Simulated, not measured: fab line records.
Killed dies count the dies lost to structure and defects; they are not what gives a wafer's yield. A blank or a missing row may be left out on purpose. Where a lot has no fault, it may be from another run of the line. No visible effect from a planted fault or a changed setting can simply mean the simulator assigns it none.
Code-filled problem report in 8D (eight disciplines) form    flow n5_finfet    the parts of the form that need people (team, actions taken, sign-off) are left out

1. THE ISSUE
Mean of killed_at_contacts at N5_PASSIVATION_PROBE_49: 1086 across 5 wafers in 2 lots; on wafers with no fault it is 12 (standard deviation 5.9). So: +99 or more standard deviations from the usual mean.
Earliest sighting: wafer L456.2 on prober-02 at day 13 04:38. Wafers with a number at this step in the record: 5, from 2 lots. Rule for "out" (also "out of limits"): further than 4 standard deviations from the usual mean. The rest of the wafers with a number are treated as sound.

2. WHAT IT IS, AND WHAT IT ISN'T
question                     is                                                                                                                      is not
which readings at this step  killed_at_contacts, defect_limited_yield, killed_dies, killed_on_rim, sort_bin_5_function, sort_n_pass, sort_yield_pct  killed_at_M0_to_M3, killed_at_M4_up, killed_at_other, killed_open, killed_short
which lots                   L456, L457                                                                                                              -
which wafers of those lots   all that have a number                                                                                                  -
read on which tools          prober-02                                                                                                               -
when                         from day 13 04:38                                                                                                       up to then (0 sound wafers)

3. WHAT RULES OUT EACH SUSPECT
Counting: any tool at a process step up to the reading is kept as a suspect provided that every lot that is out went through it and no sound lot did after the first of them.
- rie_diel-06 at N5_MOL_CONTACT_COAG_ETCH_124 (etches SiNx in CH3F/O2, stops on SiOC, target depth 6.5 nm): kept. It ran every lot that is out, first L456 (day 6 13:38), and no sound lot after that.
- rie_diel-06 at N5_MOL_CONTACT_COAG_ETCH_48 (etches SiOC in C4F6/O2, target depth 15 nm, overetch 4.5 nm, time 17 s): kept. It ran every lot that is out, first L456 (day 6 13:41), and no sound lot after that.
- prober-02 at N5_PASSIVATION_PROBE_49: kept. It ran every lot that is out, first L456 (day 13 04:38), and no sound lot after that. On those wafers its own readings are out: defect_limited_yield, killed_at_contacts, killed_dies, killed_on_rim, sort_bin_5_function, sort_n_pass, sort_yield_pct.
After the count, these remain: rie_diel-06 at N5_MOL_CONTACT_COAG_ETCH_124, rie_diel-06 at N5_MOL_CONTACT_COAG_ETCH_48 and prober-02 at N5_PASSIVATION_PROBE_49.

4. THE CAUSE (what the simulator had put in)
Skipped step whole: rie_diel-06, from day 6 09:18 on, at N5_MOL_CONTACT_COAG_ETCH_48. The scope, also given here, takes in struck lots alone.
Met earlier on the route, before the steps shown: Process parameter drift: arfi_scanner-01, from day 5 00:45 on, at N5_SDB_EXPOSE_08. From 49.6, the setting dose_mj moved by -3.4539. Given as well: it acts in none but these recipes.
This tool is one of the 3 suspects left after counting.

5. THE EFFECT CHAIN, in route order
One row per reading whose mean, taken over the struck wafers that have a number, lies over 3 standard deviations from the usual. Readings are gone through only where the record gives a usual standard deviation; hours: the median, over the lots, of the time from a lot's start at the first step in this table giving one to that lot's start at this step; sigmas: the change measured in usual standard deviations.
hours  step                     reading               usual   on struck wafers  change  sigmas
0      N5_PASSIVATION_PROBE_49  defect_limited_yield  91.3 %  0.0               -91.3   -61
0      N5_PASSIVATION_PROBE_49  killed_at_contacts    12      1086              +1074   +99 or more
0      N5_PASSIVATION_PROBE_49  killed_dies           102     1180              +1078   +60
0      N5_PASSIVATION_PROBE_49  killed_on_rim         13      152               +139    +37
0      N5_PASSIVATION_PROBE_49  sort_bin_5_function   5.1 %   96.9              +91.8   +92
0      N5_PASSIVATION_PROBE_49  sort_n_pass           1077    0                 -1077   -57
0      N5_PASSIVATION_PROBE_49  sort_yield_pct        91.3 %  0.0               -91.3   -57
Its process steps:
- N5_PASSIVATION_PROBE_49
Readings that are blank on the struck wafers while sound wafers have them: C4F6_flow_sccm at N5_MOL_CONTACT_COAG_ETCH_48; O2_flow_sccm at N5_MOL_CONTACT_COAG_ETCH_48; drypump_motor_current_A at N5_MOL_CONTACT_COAG_ETCH_48; oes_product_au at N5_MOL_CONTACT_COAG_ETCH_48; rf_vpp_V at N5_MOL_CONTACT_COAG_ETCH_48; showerhead_plenum_p_Torr at N5_MOL_CONTACT_COAG_ETCH_48; throttle_valve_pct at N5_MOL_CONTACT_COAG_ETCH_48.

6. HOW IT WOULD HAVE BEEN CAUGHT EARLIER
First out-of-limits reading in this record: day 13 04:38, which is 163 hours after fault onset at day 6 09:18.
At N5_MOL_CONTACT_COAG_ETCH_48 the tool's readings are blank on the struck wafers, where sound wafers have them: an empty tool record is the first sign, and it was there at once.
Lots out: 2; all had begun N5_MOL_CONTACT_COAG_ETCH_48 on rie_diel-06 by day 13 04:38. A hold on the tool at that time would have spared none of them.
